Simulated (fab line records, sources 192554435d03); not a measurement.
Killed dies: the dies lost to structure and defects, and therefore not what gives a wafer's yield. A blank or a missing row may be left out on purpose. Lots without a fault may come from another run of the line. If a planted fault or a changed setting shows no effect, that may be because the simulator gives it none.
Chamber matching    flow n5-finfet    N5_BEOL_M3_ALD_98 on ald-sin-01 has 4 sister chambers
The step deposits SiO2, target thk 2.5 nm, pulse time 1 s, co reactant pulse time 1 s. 8 wafers are shown with their chamber, then 11 later ones without.

## WAFERS WITH THEIR CHAMBER
wafer   chamber  heater-power-w (W)  heater-power-outer-w (W)
L080.1  3        75                  39
L087.1  1        72                  39
L088.1  0        65                  36
L088.5  2        75                  41
L090.3  1        71                  38
L090.4  3        75                  40
L090.6  0        66                  35
L089.3  2        75                  39

## WAFERS WHOSE CHAMBER IS MISSING
wafer   heater-power-w (W)  heater-power-outer-w (W)
L089.5  77                  40
L089.6  71                  38
L091.2  75                  40
L091.3  65                  36
L091.6  76                  41
L095.2  75                  41
L095.3  72                  39
L095.4  65                  36
L096.3  73                  39
L096.5  70                  38
L096.6  63                  36

## WHICH CHAMBER EACH ONE RAN IN
wafer   from the rows above           in truth
L089.5  can't be placed: 2 or 3       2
L089.6  1                             1
L091.2  can't be placed: 2 or 3       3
L091.3  0                             0
L091.6  can't be placed: 2 or 3       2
L095.2  can't be placed: 2 or 3       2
L095.3  1                             1
L095.4  0                             0
L096.3  can't be placed: 1 or 3 or 2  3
L096.5  1                             1
L096.6  0                             0
Correct placement for 6 of the 11. Can't be placed from these rows: 5 (the true chamber is among the candidates in 5). 0 placed wrongly.
How it was worked out, from the rows above alone: a wafer's distance from a chamber is the root of the sum, over the readings, of the square of ((its reading less the chamber's mean) divided by the reading's scatter). If the next closest chamber is less than 2 further off than the closest, the wafer can't be placed; otherwise it belongs to the closest. The mean given for a chamber averages the wafers shown for that chamber. How the scatter is found: for the shown wafers, subtract from each reading the mean of its chamber, square and add these, divide the total by (wafers less chambers), then take the root.
